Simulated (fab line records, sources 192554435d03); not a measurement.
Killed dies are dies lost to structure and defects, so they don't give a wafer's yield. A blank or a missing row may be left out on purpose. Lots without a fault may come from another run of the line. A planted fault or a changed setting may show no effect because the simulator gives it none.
A struck lot beside a sound one | flow n5_finfet | 33 steps out of a route of 1938
Sound: wafers L662.1, L662.3, L662.5. Struck: wafers L666.3, L666.4, L666.6. The cause comes at the end.
At each step with rows: each side's tool, then ch and its chambers, then its first start. Under that, the readings that differ: sound wafers | struck wafers | difference of the means | sigmas: that difference in standard deviations of wafers without a fault.
alike: readings whose means differ by less than 2 such deviations, and words and numbers that are the same on both sides. not compared: withheld readings, readings that some wafer has no value for, bounds like >300 that may hide the same value, and numbers for which the record gives no deviation and whose values overlap.
The two part at a step that has a row with sigmas, a row that says differs or no value, or rows on one side only. Numbers that don't overlap but have no deviation are shown without sigmas and don't part them. A reading that every wafer of one side lacks parts them only if that side has two wafers or more.

first, 1 step without rows for these wafers: N5_BEOL_M5_CMP_52 (polishes, stops on SiCOH lowk, t overpolish 6.9 s, target thk 62 nm).
N5_BEOL_M5_THK_MEAS_53: measures by xrf.
  sound on film_metro-02, day 10 04:53; struck on film_metro-01, day 11 12:01
  alike: M5_THK
then, 1 step without rows for these wafers: N5_BEOL_M5_PRE_CLEAN_77 (time 15 s).
N5_BEOL_M5_CO_CAP_78: material Co, precursor CCTBA/H2, target thk 2 nm, time 102.1 s.
  sound on cvd_co-01 ch 0,1, day 10 04:58; struck on cvd_co-01 ch 0,1, day 11 12:05
  alike: heater_power_w
  not compared: since_wet_clean_h
then, 2 steps without rows for these wafers: N5_BEOL_M5_PRE_CLEAN_55 (time 15 s); N5_BEOL_M5_DEP_56 (deposits SiCN from 3MS/NH3, target thk 8 nm, time 14 s).
N5_BEOL_M5_RS_MEAS_57: measures by four-point-probe.
  sound on film_metro-01, day 10 05:09; struck on film_metro-01, day 11 12:17
  alike: M5_RS
N5_BEOL_M5_INSPECT_58: inspects for defects (darkfield).
  sound on defect_inspect-02, day 10 05:10; struck on defect_inspect-01, day 11 12:18
  alike: raw_defect_count
then, 1 step without rows for these wafers: N5_BEOL_M6_ILD_DEP_00 (deposits SiCOH lowk from DEMS/porogen, target thk 179.75 nm, time 33.4 s).
N5_BEOL_M6_CURE_74: cures SiCOH lowk, time 240 s.
  sound on uv_cure-02 ch 1, day 10 05:17; struck on uv_cure-03 ch 0, day 11 12:34
  alike: lamp_power_pct, wafer_temp_C_max
N5_BEOL_M6_THK_MEAS_01:
  sound on film_metro-02, day 10 06:16; struck on film_metro-01, day 11 12:55
  alike: M6_ILD_THK
then, 1 step without rows for these wafers: N5_BEOL_M6_PECVD_70 (deposits SiO2 from TEOS/O2, target thk 20 nm, time 22.7 s).
N5_BEOL_M6_HM_DEP_02: deposits TiN, target thk 20 nm.
  sound on pvd_sputter-03, day 10 07:11; struck on pvd_sputter-02, day 11 16:26
  no value came back on the struck wafers for chamber_pressure_pa (Pa), substrate_temp_c (C), throttle_valve_pct (%); on the sound wafers chamber_pressure_pa (Pa) reads 0.5003 0.5006 0.5012
then, 8 steps without rows for these wafers: N5_BEOL_M6_COAT_59 (time 60 s, resist thk 100 nm); N5_BEOL_M6_COAT_60 (time 60 s, resist thk 35 nm); N5_BEOL_M6_COAT_05 (resist thk 90 nm); N5_BEOL_M6_EBR_07; N5_BEOL_M6_SOFTBAKE_06 (time 60 s); N5_BEOL_M6_EXPOSE_08 (exposes mask M6); N5_BEOL_M6_PEB_09 (peb time 60 s); N5_BEOL_M6_DEVELOP_10 (develop time 30 s).
N5_BEOL_M6_CD_MEAS_11: target cd 38.5 nm.
  sound on cd_sem-01 ch 0, day 10 07:34; struck on cd_sem-01 ch 0, day 11 16:56
  alike: cd_nm
N5_BEOL_M6_OVL_MEAS_12:
  sound on overlay-01 ch 0, day 10 07:35; struck on overlay-02 ch 0, day 11 16:58
  alike: M6_OVL
N5_BEOL_M6_INSPECT_13: inspects for defects (brightfield).
  sound on defect_inspect-01, day 10 07:37; struck on defect_inspect-01, day 11 16:59
  alike: raw_defect_count
N5_BEOL_M6_DESCUM_16: chemistry O2, time 7.9 s.
  sound on rie_diel-03 ch 0,1, day 10 07:39; struck on rie_diel-06 ch 0,2,3, day 11 17:01
  alike: chamber_pressure_mTorr, drypump_motor_current_A, oes_product_au, rf_vpp_V, showerhead_plenum_p_Torr, temp_c, throttle_valve_pct
  not compared: rf_hours_counter_h
N5_BEOL_M6_ETCH_61: etches SiARC in CF4, target depth 45.5 nm, time 75.8 s.
  sound on rie_diel-03 ch 0,1, day 10 07:41; struck on rie_diel-06 ch 0,2,3, day 11 17:03
  alike: chamber_pressure_mTorr, drypump_motor_current_A, etch_rf_on_time_s, oes_product_au, rf_vpp_V, showerhead_plenum_p_Torr, throttle_valve_pct
  not compared: rf_hours_counter_h
N5_BEOL_M6_ETCH_62: etches SOC in N2/H2, target depth 110 nm, overetch 22 nm, time 165 s.
  sound on rie_diel-03 ch 0,1, day 10 07:44; struck on rie_diel-06 ch 0,2,3, day 11 17:07
  alike: chamber_pressure_mTorr, drypump_motor_current_A, oes_product_au, rf_vpp_V, showerhead_plenum_p_Torr, temp_c, throttle_valve_pct
  not compared: rf_hours_counter_h
then, 2 steps without rows for these wafers: N5_BEOL_M6_STRIP_68 (strips in N2/H2); N5_BEOL_M6_STRIP_67 (strips in CF4).
N5_BEOL_M6_HM_OPEN_17: chemistry Cl2/BCl3, target TiN, target depth 20 nm, overetch 6 nm.
  sound on rie_metal-02 ch 1, day 10 07:55; struck on rie_metal-01 ch 1, day 11 17:21
  reading                  | sound             | struck            | difference | sigmas
  oes_product_au (a.u.)    | 0.57 0.58 0.57    | 0.25 0.25 0.25    | -0.32      | -3
  throttle_valve_pct (%)   | 22.39 22.40 22.40 | 23.20 23.20 23.18 | +0.80      | +4
  model.etch.depth_nm (nm) | 20.06 20.26 19.98 | 0 0 0             | -20        |
  alike: chamber_pressure_mTorr, drypump_motor_current_A
  not compared: rf_hours_counter_h
then, 1 step without rows for these wafers: N5_BEOL_M6_STRIP_19 (strips in O2).
N5_BEOL_M6_CD_MEAS_18: pitch 80 nm, target cd 40 nm.
  sound on cd_sem-03, day 10 08:10; struck on cd_sem-03, day 11 17:38
  reading    | sound          | struck | difference                    | sigmas
  cd_nm (nm) | 39.5 39.8 40.5 | - - -  | no value on the struck wafers |
then, 1 step without rows for these wafers: N5_BEOL_M6_COAT_63 (time 60 s, resist thk 60 nm).

WHERE THEY PART
First at N5_BEOL_M6_HM_DEP_02; last, within this record, at N5_BEOL_M6_CD_MEAS_18.

WHY: what the simulator had put in
Skipped step whole: pvd_sputter-02, from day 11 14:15 on, at N5_BEOL_M6_HM_DEP_02. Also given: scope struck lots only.
